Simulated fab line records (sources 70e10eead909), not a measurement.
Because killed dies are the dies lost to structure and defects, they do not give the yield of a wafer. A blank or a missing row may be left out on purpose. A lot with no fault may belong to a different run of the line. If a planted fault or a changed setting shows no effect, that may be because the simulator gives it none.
fab line records	flow nand-harc
[record] lots = 24	wafers = 72	last-day = 34
route steps=1302 shown A_CONTACT@1044
lots with no fault: from the same line, run without faults
start-h: start of the lot's first displayed wafer, in hours after the record's first day	wait-h: time in hours since the lot's previous step	" same as the row above	L1.1+2: a single row standing in for several wafers	- no value present, or no start provided	* or withheld: withheld	< > ~ a bound
route shown NAME@n: NAME is a module with steps in the file, n the number in the route of the first one	usual: mean/standard deviation taken from wafers without a fault	same: alike in all rows	chamber/n: place in a boat	sites: each site's reading	_std_site: standard deviation across them	_edge_site: outer sites' mean less inner sites'	radius-mm: for every site, how far away it sits from the centre of the wafer	mask NAME#n: copy n	behind: tool/chamber where the wafer was last shaped	hold: what put the lot on hold/how long, in hours/how the hold closed	device: the transistor (n, p or np) that didn't switch	end of line: the same wafers' tests at the end of the route	a step without rows: its recipe alone	killed: the dies lost at the first sort to structure and to defects; this is not the yield of the wafer	map: dies across one wafer; x = killed, . = not, _ = none there
set.NAME: the setting the step ran with; set.NAME@STEP: the setting that earlier step ran with	model.NAME: the simulator's own value behind a step, which no gauge read
a sample of lots followed through the steps of the route, with each step as a table and each wafer as a row
services: a tool's chamber out of use, with start hour (start-h, from the record's first day; less than 0 if before it), hours out, and reason
[[steps]]
[step NHARC_A_CONTACT_ETCH_76]
[recipe] target-depth-a = 2600	over-etch-frac = 0.3	time-s = 475.3	ion-energy-ev = 200	n2-flow-sccm = 150	h2-flow-sccm = 150	ar-flow-sccm = 0	rf-w = 400	bias-w = 150	chemistry = N2/H2
[usual] drypump-motor-current-A = 5.6/0.45	oes-product-au = 0.997/0.0081	rf-vpp-V = 430.0/2.7	showerhead-plenum-p-Torr = 2.02/0.098	throttle-valve-pct = 14.171/0.009
[same] time-s = 475.3
lot.wafer	tool	chamber	start-h	wait-h	drypump-motor-current-A	oes-product-au	rf-hours-counter-h	rf-vpp-V	showerhead-plenum-p-Torr	throttle-valve-pct
L077.1	rie-diel-01	3	-	-	5.4	1.006	22	428.7	1.99	14.155
L077.4	"	0	"	"	5.0	0.987	20	430.8	2.03	14.164
L077.2	"	1	"	"	6.3	1.009	17	432.4	2.05	14.170
L075.4	rie-diel-08	1	-	-	6.3	1.005	53	425.4	1.88	14.177
L075.2	"	2	"	"	6.1	0.996	45	427.3	1.88	14.165
L075.6	"	0	"	"	5.6	0.989	-	428.6	1.96	14.181
L074.4	rie-diel-01	2	-	-	5.7	0.992	22	428.7	1.96	14.175
L074.2	"	0	"	"	5.1	0.983	21	429.9	2.03	14.165
L074.6	"	3	"	"	5.4	0.988	-	427.8	1.99	14.176
L076.4	rie-diel-08	1	-	-	6.2	1.009	55	426.3	1.88	14.170
L076.1	"	3	"	"	5.4	1.006	47	426.6	1.90	14.150
L076.3	"	0	"	"	5.6	1.003	49	428.2	1.96	14.170
L079.2	rie-diel-01	2	-	-	5.7	0.995	28	427.1	1.96	14.150
L079.1	"	3	"	"	5.4	0.995	29	429.2	1.99	14.167
L079.6	"	3	"	"	5.4	0.993	-	429.9	1.99	14.168
L078.1	rie-diel-03	0	-	-	5.0	1.006	19	431.3	2.09	14.170
L078.4	"	1	"	"	5.3	0.993	17	434.6	2.19	14.162
L078.6	"	3	"	"	5.5	0.992	-	427.9	1.97	14.165
L080.1	rie-diel-08	3	-	-	5.5	0.986	5	426.1	1.90	14.187
L080.4	"	3	"	"	5.4	0.995	-	425.4	1.90	14.165
L080.6	"	0	"	"	5.6	1.001	-	429.4	1.95	14.177
L081.4	rie-diel-08	2	-	-	6.1	0.996	1	435.9	2.22	14.173
L081.2	"	0	"	"	5.6	1.003	8	427.6	1.95	14.163
L081.6	"	2	"	"	6.1	0.991	-	436.2	2.22	14.175
L084.1	rie-diel-03	2	-	-	5.6	1.008	41	428.3	1.98	14.161
L084.2	"	3	"	"	5.5	0.993	47	428.2	1.96	14.172
L084.6	"	2	"	"	5.6	1.000	-	429.1	1.98	14.177
L082.1	rie-diel-01	1	-	-	6.4	1.002	7	431.6	2.04	14.178
L082.4	"	0	"	"	5.0	0.996	-	430.7	2.02	14.169
L082.5	"	1	"	"	6.4	1.003	-	429.8	2.04	14.174
L083.2	rie-diel-01	3	-	-	5.4	0.996	8	429.7	1.98	14.174
L083.1	"	0	"	"	5.1	0.995	6	431.0	2.02	14.174
L083.5	"	0	"	"	5.1	0.981	-	428.9	2.02	14.186
L087.2	rie-diel-08	1	-	-	6.3	0.987	28	436.2	2.21	14.166
L087.1	"	3	"	"	5.4	0.987	27	428.1	1.89	14.172
L087.6	"	2	"	"	6.1	0.993	-	434.7	2.21	14.166
L085.1	rie-diel-08	1	-	-	6.3	1.000	30	433.4	2.21	14.157
L085.2	"	3	"	"	5.4	0.979	28	425.4	1.89	14.160
L085.5	"	0	"	"	5.6	1.008	-	428.8	1.94	14.180
L088.2	rie-diel-08	0	-	-	5.6	1.001	30	429.0	1.94	14.159
L088.4	"	1	"	"	6.2	0.993	33	435.0	2.21	14.174
L088.6	"	0	"	"	5.6	0.990	-	426.7	1.94	14.169
L086.4	rie-diel-08	1	-	-	6.2	0.997	34	434.9	2.21	14.177
L086.1	"	2	"	"	6.1	0.993	28	433.7	2.21	14.177
L086.5	"	1	"	"	6.2	0.996	-	434.4	2.21	14.155
L089.3	rie-diel-03	0	-	-	5.0	0.995	5	431.0	2.07	14.162
L089.1	"	1	"	"	5.3	0.979	5	434.0	2.18	14.176
L089.6	"	1	"	"	5.3	0.988	-	433.8	2.18	14.164
L091.1	rie-diel-01	1	-	-	6.4	1.007	18	429.7	2.04	14.172
L091.4	"	3	"	"	5.4	0.996	17	428.7	1.98	14.169
L091.6	"	1	"	"	6.4	1.002	-	431.6	2.04	14.160
L090.1	rie-diel-01	0	-	-	5.0	1.001	16	428.4	2.02	14.163
L090.3	"	1	"	"	6.4	1.010	18	431.1	2.04	14.165
L090.6	"	1	"	"	6.4	1.010	-	430.0	2.04	14.171
L093.3	rie-diel-03	0	-	-	5.0	0.995	18	431.2	2.07	14.158
L093.1	"	1	"	"	5.3	0.996	16	434.0	2.18	14.174
L093.4	"	3	"	"	5.5	1.014	19	428.2	1.95	14.177
L092.4	rie-diel-01	0	-	-	5.0	0.988	20	429.1	2.02	14.167
L092.3	"	1	"	"	6.4	1.010	22	430.3	2.04	14.176
L092.6	"	0	"	"	5.0	1.002	-	429.9	2.02	14.179
L094.3	rie-diel-03	1	-	-	5.3	0.982	18	432.8	2.17	14.194
L094.6	"	3	"	"	5.5	1.008	-	427.7	1.95	14.167
L094.5	"	0	"	"	4.9	1.006	-	431.8	2.07	14.162
L096.4	rie-diel-03	0	-	-	5.0	1.012	24	431.8	2.07	14.170
L096.2	"	1	"	"	5.3	0.994	21	435.3	2.17	14.171
L096.6	"	2	"	"	5.6	1.001	-	427.3	1.97	14.186
L095.2	rie-diel-01	0	-	-	5.0	0.991	25	431.0	2.01	14.160
L095.3	"	2	"	"	5.7	1.001	10	428.9	1.96	14.184
L095.1	"	3	"	"	5.4	0.996	26	429.0	1.98	14.175
L097.4	rie-diel-01	2	-	-	5.7	1.004	1	429.7	1.95	14.186
L097.5	"	0	"	"	5.0	0.987	-	430.1	2.01	14.168
L097.6	"	1	"	"	6.4	1.003	-	429.4	2.04	14.168
[step NHARC_A_CONTACT_ETCH_125]
[recipe] source-w = withheld	pressure-mtorr = 20	bias-v = 3000	time-s = 197	target-depth-a = 19180	ar-flow-sccm = withheld	c4f8-flow-sccm = withheld	o2-flow-sccm = withheld	chemistry = C4F8/O2/Ar
[same] time-s = 197
lot.wafer	tool	chamber	start-h	wait-h	rf-hours-counter-h
L077.1	har-cap-etch-02	1	521.55	0.2	83
L077.2	"	0	"	"	83
L077.4	"	0	"	"	-
L075.2	har-cap-etch-01	0	522.65	0.2	2
L075.4	"	1	"	"	-
L075.6	"	1	"	"	-
L074.2	har-cap-etch-03	0	524.94	0.2	47
L074.4	"	0	"	"	-
L074.6	"	0	"	"	-
L076.1	har-cap-etch-01	0	528.69	0.2	4
L076.4	"	1	"	"	-
L076.3	"	0	"	"	-
L079.1	har-cap-etch-01	1	544.93	0.2	10
L079.2	"	0	"	"	10
L079.6	"	0	"	"	-
L078.1	har-cap-etch-03	0	545.60	0.2	53
L078.4	"	0	"	"	-
L078.6	"	0	"	"	-
L080.1	har-cap-etch-01	0	569.13	0.2	13
L080.4	"	1	"	"	-
L080.6	"	1	"	"	-
L081.2	har-cap-etch-03	1	575.58	0.2	57
L081.4	"	0	"	"	-
L081.6	"	1	"	"	-
L084.2	har-cap-etch-02	0	612.27	0.2	97
L084.1	"	1	"	"	97
L084.6	"	0	"	"	-
L082.1	har-cap-etch-01	1	615.49	0.2	18
L082.4	"	0	"	"	-
L082.5	"	0	"	"	-
L083.2	har-cap-etch-02	1	623.55	0.2	99
L083.1	"	0	"	"	99
L083.5	"	1	"	"	-
L087.1	har-cap-etch-02	0	631.43	0.2	101
L087.2	"	1	"	"	101
L087.6	"	0	"	"	-
L085.2	har-cap-etch-01	0	637.03	0.2	24
L085.1	"	1	"	"	24
L085.5	"	1	"	"	-
L088.2	har-cap-etch-02	1	643.06	0.2	104
L088.4	"	0	"	"	-
L088.6	"	1	"	"	-
L086.1	har-cap-etch-02	0	645.27	0.2	106
L086.4	"	0	"	"	-
L086.5	"	1	"	"	-
L089.1	har-cap-etch-03	1	656.58	0.2	73
L089.3	"	0	"	"	-
L089.6	"	0	"	"	-
L091.1	har-cap-etch-03	1	664.89	0.2	75
L091.4	"	1	"	"	-
L091.6	"	1	"	"	-
L090.1	har-cap-etch-02	0	671.16	0.2	112
L090.3	"	1	"	"	-
L090.6	"	1	"	"	-
L093.1	har-cap-etch-02	0	698.78	0.2	116
L093.4	"	1	"	"	-
L093.3	"	0	"	"	-
L092.3	har-cap-etch-01	1	699.98	0.2	-
L092.4	"	0	"	"	-
L092.6	"	0	"	"	-
L094.3	har-cap-etch-02	1	706.95	0.2	-
L094.5	"	0	"	"	-
L094.6	"	1	"	"	-
L096.2	har-cap-etch-01	0	720.36	0.2	37
L096.4	"	1	"	"	-
L096.6	"	1	"	"	-
L095.2	har-cap-etch-01	1	732.06	0.2	39
L095.1	"	0	"	"	39
L095.3	"	1	"	"	-
L097.4	har-cap-etch-03	1	753.37	0.2	-
L097.5	"	1	"	"	-
L097.6	"	0	"	"	-
[step NHARC_A_CONTACT_DEP_84]
[recipe] target-thk-a = 28000	temp-c = 400	material = aC
[usual] susceptor-temp-C = 400.04/0.19	throttle-valve-pct = 35.001/0.0091
lot.wafer	tool	chamber	start-h	wait-h	susceptor-temp-C	throttle-valve-pct
L077.1	acl-dep-03	0	525.57	-	400.17	35.005
L077.2	"	0	"	"	400.21	34.977
L077.4	"	0	"	"	400.03	34.991
L075.2	acl-dep-03	0	527.58	-	-	34.994
L075.4	"	0	"	"	-	35.006
L075.6	"	0	"	"	-	35.001
L074.2	acl-dep-03	0	529.95	-	400.05	34.998
L074.4	"	0	"	"	400.13	34.997
L074.6	"	0	"	"	400.19	34.985
L076.1	acl-dep-03	0	533.26	-	400.17	34.987
L076.3	"	0	"	"	400.12	35.011
L076.4	"	0	"	"	399.88	35.003
L079.1	acl-dep-01	0	548.31	-	400.03	34.998
L079.2	"	0	"	"	400.07	34.991
L079.6	"	0	549.77	-	400.07	35.002
L078.1	acl-dep-03	0	549.15	-	399.85	35.004
L078.4	"	0	"	"	399.96	35.004
L078.6	"	0	"	"	400.25	35.023
L080.1	acl-dep-03	0	572.48	-	399.90	35.002
L080.4	"	0	"	"	400.00	35.010
L080.6	"	0	"	"	399.97	35.009
L081.2	acl-dep-02	0	580.87	-	-	34.994
L081.4	"	0	"	"	-	34.995
L081.6	"	0	"	"	-	34.990
L084.1	acl-dep-02	0	628.69	-	399.90	35.001
L084.2	"	0	"	"	400.16	34.995
L084.6	"	0	630.13	-	400.04	35.006
L082.1	acl-dep-03	0	629.36	-	400.15	34.999
L082.4	"	0	"	"	400.31	35.008
L082.5	"	0	"	"	400.22	34.989
L083.1	acl-dep-02	0	632.27	-	400.19	34.989
L083.2	"	0	"	"	400.37	34.992
L083.5	"	0	"	"	400.17	35.021
L087.1	acl-dep-02	0	639.75	-	-	35.005
L087.2	"	0	"	"	-	35.007
L087.6	"	0	641.16	-	-	34.991
L085.1	acl-dep-03	0	647.50	-	-	35.013
L085.2	"	0	"	"	-	34.999
L085.5	"	0	"	"	-	34.995
L088.2	acl-dep-03	0	649.49	-	400.01	34.991
L088.4	"	0	"	"	400.13	35.006
L088.6	"	0	"	"	399.93	35.008
L086.1	acl-dep-03	0	652.76	-	399.81	34.980
L086.4	"	0	"	"	399.94	35.007
L086.5	"	0	"	"	399.87	34.991
L089.1	acl-dep-02	0	660.47	-	399.98	35.006
L089.3	"	0	"	"	399.95	34.984
L089.6	"	0	"	"	399.89	35.017
L091.1	acl-dep-02	0	668.98	-	400.06	35.007
L091.4	"	0	"	"	399.87	34.999
L091.6	"	0	"	"	399.78	35.008
L090.1	acl-dep-02	0	674.58	-	400.32	34.987
L090.3	"	0	"	"	399.75	35.001
L090.6	"	0	"	"	400.21	34.992
L093.1	acl-dep-01	0	702.12	-	-	35.000
L093.3	"	0	"	"	-	35.004
L093.4	"	0	"	"	-	34.997
L092.3	acl-dep-01	0	704.40	-	400.15	35.012
L092.4	"	0	"	"	400.08	35.012
L092.6	"	0	"	"	399.92	35.012
L094.3	acl-dep-01	0	710.79	-	400.09	35.003
L094.5	"	0	"	"	399.90	35.000
L094.6	"	0	"	"	400.19	34.990
L096.2	acl-dep-02	0	724.69	-	-	34.996
L096.4	"	0	"	"	-	34.992
L096.6	"	0	"	"	-	35.004
L095.1	acl-dep-03	0	741.44	-	399.83	35.001
L095.2	"	0	"	"	399.75	35.004
L095.3	"	0	"	"	399.85	34.998
L097.4	acl-dep-02	0	760.30	-	400.33	34.993
L097.5	"	0	"	"	399.86	35.000
L097.6	"	0	"	"	399.78	35.017
[step NHARC_A_CONTACT_INSPECT_10]
[usual] raw-defect-count = 80/36
lot.wafer	tool	chamber	start-h	wait-h	raw-defect-count
L077.1	defect-inspect-01	-	528.04	0.0	112
L077.2	"	-	"	"	93
L077.4	"	-	"	"	115
L075.2	defect-inspect-01	-	529.87	0.0	100
L075.4	"	-	"	"	99
L075.6	"	-	"	"	104
L074.2	defect-inspect-01	-	532.13	0.0	56
L074.4	"	-	"	"	61
L074.6	"	-	"	"	73
L076.1	defect-inspect-02	-	535.73	0.0	121
L076.3	"	-	"	"	109
L076.4	"	-	"	"	114
L079.1	defect-inspect-02	-	550.93	0.0	99
L079.2	"	-	"	"	111
L079.6	"	-	"	"	115
L078.1	defect-inspect-01	-	551.65	0.0	72
L078.4	"	-	"	"	61
L078.6	"	-	"	"	81
L080.1	defect-inspect-02	-	575.09	0.0	61
L080.4	"	-	"	"	63
L080.6	"	-	"	"	61
L081.2	defect-inspect-02	-	583.04	0.0	159
L081.4	"	-	"	"	178
L081.6	"	-	"	"	153
L084.1	defect-inspect-02	-	631.28	0.0	65
L084.2	"	-	"	"	59
L084.6	"	-	"	"	71
L082.1	defect-inspect-01	-	631.95	0.0	135
L082.4	"	-	"	"	126
L082.5	"	-	"	"	115
L083.1	defect-inspect-02	-	634.97	0.0	101
L083.2	"	-	"	"	130
L083.5	"	-	"	"	120
L087.1	defect-inspect-02	-	642.18	0.0	65
L087.2	"	-	"	"	63
L087.6	"	-	"	"	69
L085.1	defect-inspect-01	-	650.07	0.0	66
L085.2	"	-	"	"	84
L085.5	"	-	"	"	78
L088.2	defect-inspect-02	-	651.67	0.0	99
L088.4	"	-	"	"	105
L088.6	"	-	"	"	86
L086.1	defect-inspect-02	-	655.23	0.0	52
L086.4	"	-	"	"	49
L086.5	"	-	"	"	50
L089.1	defect-inspect-01	-	663.07	0.0	17
L089.3	"	-	"	"	22
L089.6	"	-	"	"	28
L091.1	defect-inspect-02	-	671.57	0.0	35
L091.4	"	-	"	"	24
L091.6	"	-	"	"	32
L090.1	defect-inspect-02	-	677.19	0.0	112
L090.3	"	-	"	"	101
L090.6	"	-	"	"	109
L093.1	defect-inspect-02	-	704.66	0.0	39
L093.3	"	-	"	"	43
L093.4	"	-	"	"	33
L092.3	defect-inspect-02	-	706.29	0.0	127
L092.4	"	-	"	"	119
L092.6	"	-	"	"	130
L094.3	defect-inspect-01	-	712.81	0.0	71
L094.5	"	-	"	"	68
L094.6	"	-	"	"	63
L096.2	defect-inspect-01	-	726.86	0.0	76
L096.4	"	-	"	"	81
L096.6	"	-	"	"	82
L095.1	defect-inspect-01	-	744.11	0.0	30
L095.2	"	-	"	"	18
L095.3	"	-	"	"	24
L097.4	defect-inspect-01	-	761.90	0.0	61
L097.5	"	-	"	"	51
L097.6	"	-	"	"	49
[step NHARC_A_CONTACT_ETCH_30]
[recipe] target-depth-a = 726	time-s = 36.3	cf4-flow-sccm = 100	chf3-flow-sccm = 30	ar-flow-sccm = 0	rf-w = 500	bias-w = 200	chemistry = CF4/CHF3
[usual] drypump-motor-current-A = 5.6/0.47	oes-product-au = 0.929/0.015	rf-vpp-V = 370.4/2	showerhead-plenum-p-Torr = 1.57/0.057	throttle-valve-pct = 16.802/0.0088
[same] time-s = 36.3
lot.wafer	tool	chamber	start-h	wait-h	drypump-motor-current-A	oes-product-au	rf-hours-counter-h	rf-vpp-V	showerhead-plenum-p-Torr	throttle-valve-pct
L077.1	rie-diel-03	1	-	-	5.3	0.963	14	374.4	1.68	16.800
L077.2	"	2	"	"	5.5	0.969	13	369.5	1.54	16.804
L077.4	"	3	"	"	5.5	0.969	16	369.4	1.53	16.809
L075.2	rie-diel-01	1	-	-	6.4	0.972	19	370.6	1.58	16.812
L075.4	"	2	"	"	5.7	0.952	24	367.5	1.52	16.789
L075.6	"	0	"	"	5.0	0.958	-	370.3	1.56	16.795
L074.2	rie-diel-01	0	-	-	5.0	0.912	22	370.2	1.56	16.785
L074.4	"	1	"	"	6.3	0.921	20	367.7	1.58	16.802
L074.6	"	1	"	"	6.4	0.931	-	371.1	1.58	16.794
L076.4	rie-diel-01	3	-	-	5.4	0.924	28	370.1	1.54	16.808
L076.3	"	0	"	"	5.0	0.924	24	370.3	1.56	16.810
L076.1	"	1	"	"	6.3	0.930	21	371.1	1.58	16.806
L079.2	rie-diel-01	3	-	-	5.4	0.925	30	367.7	1.54	16.810
L079.1	"	0	"	"	5.0	0.924	26	369.6	1.56	16.809
L079.6	"	3	"	"	5.4	0.925	-	368.5	1.54	16.797
L078.1	rie-diel-01	2	-	-	5.7	0.925	29	368.7	1.52	16.787
L078.4	"	3	"	"	5.4	0.934	31	369.8	1.54	16.805
L078.6	"	1	"	"	6.4	0.928	-	369.2	1.58	16.788
L080.1	rie-diel-01	0	-	-	5.0	0.920	1	371.1	1.56	16.811
L080.4	"	2	"	"	5.7	0.938	1	367.9	1.52	16.804
L080.6	"	0	"	"	5.0	0.918	-	369.7	1.56	16.804
L081.2	rie-diel-01	1	-	-	6.4	0.960	1	371.2	1.58	16.815
L081.4	"	3	"	"	5.4	0.952	-	370.3	1.54	16.791
L081.6	"	0	"	"	5.0	0.949	-	370.1	1.56	16.799
L084.1	rie-diel-01	3	-	-	5.4	0.926	11	369.8	1.53	16.794
L084.2	"	0	"	"	5.0	0.913	9	371.6	1.56	16.797
L084.6	"	3	"	"	5.4	0.924	-	369.0	1.53	16.795
L082.1	rie-diel-01	1	-	-	6.3	0.917	11	370.1	1.57	16.804
L082.5	"	3	"	"	5.4	0.922	-	369.1	1.53	16.803
L082.4	"	0	"	"	5.0	0.926	-	370.2	1.56	16.803
L083.2	rie-diel-03	0	-	-	5.0	0.938	59	371.2	1.60	16.809
L083.1	"	2	"	"	5.5	0.924	50	369.7	1.53	16.784
L083.5	"	3	"	"	5.5	0.931	-	368.0	1.51	16.809
L087.1	rie-diel-01	1	-	-	6.3	0.936	14	371.9	1.57	16.790
L087.2	"	3	"	"	5.4	0.919	14	369.6	1.53	16.797
L087.6	"	3	"	"	5.4	0.926	-	370.2	1.53	16.792
L085.1	rie-diel-08	1	-	-	6.3	0.915	36	374.0	1.69	16.798
L085.2	"	3	"	"	5.4	0.913	34	367.4	1.47	16.806
L085.5	"	2	"	"	6.1	0.912	-	375.1	1.69	16.796
L088.2	rie-diel-01	1	-	-	6.3	0.934	15	371.6	1.57	16.804
L088.6	"	3	"	"	5.4	0.921	-	369.6	1.53	16.799
L088.4	"	0	"	"	5.0	0.920	-	371.1	1.56	16.783
L086.1	rie-diel-01	1	-	-	6.4	0.927	17	370.0	1.57	16.797
L086.5	"	3	"	"	5.4	0.912	-	370.1	1.53	16.793
L086.4	"	1	"	"	6.3	0.927	-	371.5	1.57	16.813
L089.3	rie-diel-03	0	-	-	5.0	0.930	7	371.9	1.60	16.799
L089.1	"	1	"	"	5.3	0.909	7	374.4	1.67	16.795
L089.6	"	3	"	"	5.5	0.933	-	369.1	1.51	16.795
L091.1	rie-diel-03	0	-	-	5.0	0.941	9	371.2	1.60	16.799
L091.4	"	2	"	"	5.5	0.925	10	370.6	1.53	16.794
L091.6	"	1	"	"	5.3	0.930	-	372.3	1.67	16.796
L090.1	rie-diel-08	1	-	-	6.2	0.916	45	373.7	1.69	16.802
L090.3	"	2	"	"	6.1	0.909	39	374.6	1.69	16.799
L090.6	"	0	"	"	5.6	0.915	-	369.7	1.50	16.787
L093.4	rie-diel-01	1	-	-	6.4	0.936	23	369.3	1.57	16.808
L093.1	"	2	"	"	5.7	0.912	6	368.3	1.51	16.787
L093.3	"	0	"	"	5.1	0.921	21	369.0	1.56	16.798
L092.4	rie-diel-01	1	-	-	6.4	0.931	23	371.1	1.57	16.784
L092.3	"	3	"	"	5.4	0.928	23	370.1	1.53	16.808
L092.6	"	1	"	"	6.3	0.926	-	368.4	1.57	16.803
L094.3	rie-diel-08	2	-	-	6.1	0.909	51	372.8	1.69	16.815
L094.6	"	2	"	"	6.1	0.915	-	374.2	1.69	16.802
L094.5	"	3	"	"	5.4	0.921	-	365.3	1.46	16.800
L096.4	rie-diel-01	1	-	-	6.4	0.929	27	370.8	1.57	16.810
L096.2	"	2	"	"	5.7	0.921	9	368.8	1.51	16.793
L096.6	"	0	"	"	5.0	0.908	-	369.3	1.56	16.809
L095.2	rie-diel-03	2	-	-	5.5	0.925	34	368.1	1.52	16.828
L095.3	"	0	"	"	5.0	0.920	33	371.6	1.59	16.810
L095.1	"	1	"	"	5.3	0.923	30	372.0	1.67	16.803
L097.4	rie-diel-08	0	-	-	5.6	0.938	14	367.1	1.49	16.806
L097.6	"	2	"	"	6.1	0.955	-	373.0	1.68	16.808
L097.5	"	3	"	"	5.4	0.936	-	375.2	1.70	16.823
[step NHARC_A_CONTACT_ETCH_137]
[recipe] source-w = withheld	pressure-mtorr = 20	bias-v = 1200	time-s = 311	target-depth-a = 19120	ar-flow-sccm = withheld	c4f8-flow-sccm = withheld	o2-flow-sccm = withheld	chemistry = C4F8/O2/Ar
[same] time-s = 311
lot.wafer	tool	chamber	start-h	wait-h	rf-hours-counter-h
L077.1	har-cap-etch-03	1	529.96	0.2	50
L077.2	"	0	"	"	50
L077.4	"	0	"	"	-
L075.2	har-cap-etch-01	0	531.80	0.2	6
L075.4	"	1	"	"	-
L075.6	"	0	"	"	-
L074.2	har-cap-etch-03	1	534.06	0.2	51
L074.4	"	1	"	"	-
L074.6	"	0	"	"	-
L076.1	har-cap-etch-03	1	537.71	0.2	52
L076.3	"	0	"	"	-
L076.4	"	1	"	"	-
L079.1	har-cap-etch-02	0	552.86	0.2	90
L079.2	"	1	"	"	90
L079.6	"	0	"	"	-
L078.1	har-cap-etch-01	1	553.76	0.2	12
L078.4	"	1	"	"	-
L078.6	"	1	"	"	-
L080.1	har-cap-etch-02	1	577.02	0.2	94
L080.4	"	1	"	"	-
L080.6	"	1	"	"	-
L081.2	har-cap-etch-01	1	585.24	0.2	15
L081.4	"	1	"	"	-
L081.6	"	0	"	"	-
L084.2	har-cap-etch-01	1	633.64	0.3	23
L084.1	"	0	"	"	23
L084.6	"	0	"	"	-
L082.1	har-cap-etch-03	0	634.63	0.2	69
L082.4	"	1	"	"	-
L082.5	"	1	"	"	-
L083.2	har-cap-etch-02	1	636.90	0.2	103
L083.1	"	0	"	"	103
L083.5	"	1	"	"	-
L087.1	har-cap-etch-01	1	644.57	0.3	26
L087.2	"	0	"	"	26
L087.6	"	1	"	"	-
L085.2	har-cap-etch-03	0	652.01	0.2	72
L085.1	"	1	"	"	72
L085.5	"	1	"	"	-
L088.2	har-cap-etch-01	1	654.06	0.3	27
L088.4	"	1	"	"	-
L088.6	"	0	"	"	-
L086.1	har-cap-etch-01	1	657.73	0.3	28
L086.4	"	0	"	"	-
L086.5	"	0	"	"	-
L089.1	har-cap-etch-01	0	665.25	0.3	30
L089.3	"	0	"	"	-
L089.6	"	1	"	"	-
L091.1	har-cap-etch-01	1	673.75	0.3	31
L091.4	"	0	"	"	-
L091.6	"	1	"	"	-
L090.1	har-cap-etch-03	1	679.13	0.2	77
L090.3	"	1	"	"	-
L090.6	"	1	"	"	-
L093.1	har-cap-etch-03	0	706.64	0.2	81
L093.3	"	1	"	"	-
L093.4	"	0	"	"	-
L092.3	har-cap-etch-01	0	708.31	0.2	-
L092.4	"	1	"	"	-
L092.6	"	0	"	"	-
L094.3	har-cap-etch-02	0	714.87	0.2	-
L094.5	"	1	"	"	-
L094.6	"	0	"	"	-
L096.2	har-cap-etch-02	1	728.78	0.2	121
L096.4	"	1	"	"	-
L096.6	"	1	"	"	-
L095.2	har-cap-etch-03	1	746.09	0.2	89
L095.1	"	0	"	"	89
L095.3	"	0	"	"	-
L097.4	har-cap-etch-01	1	764.51	0.2	-
L097.6	"	1	"	"	-
L097.5	"	0	"	"	-
[[services]]
tool	chamber	start-h	hours	kind
har-cap-etch-01	-	497.00	17.0	pm
rie-diel-03	-	497.64	0.5	repair
rie-diel-08	2	499.32	11.7	repair
rie-diel-01	0	513.21	-	clean
rie-diel-01	1	513.21	-	clean
rie-diel-01	2	513.21	-	clean
rie-diel-01	3	513.21	-	clean
har-cap-etch-01	-	521.48	0.5	repair
rie-diel-03	-	541.18	0.5	repair
acl-dep-01	-	550.06	13.0	pm
rie-diel-01	-	558.38	9.0	pm
rie-diel-01	2	582.28	79.9	repair
rie-diel-01	0	588.77	4.8	repair
acl-dep-02	-	612.48	13.0	pm
har-cap-etch-01	-	619.31	0.4	repair
rie-diel-03	-	635.94	9.0	pm
rie-diel-01	-	650.49	0.4	repair
acl-dep-03	-	665.85	13.0	pm
acl-dep-02	-	719.10	5.3	repair
rie-diel-08	-	726.77	9.0	pm
acl-dep-01	-	731.14	13.0	pm
rie-diel-01	-	735.38	9.0	pm
rie-diel-03	3	736.79	3.6	repair
har-cap-etch-02	-	755.68	17.0	pm
[[key]]
fault none
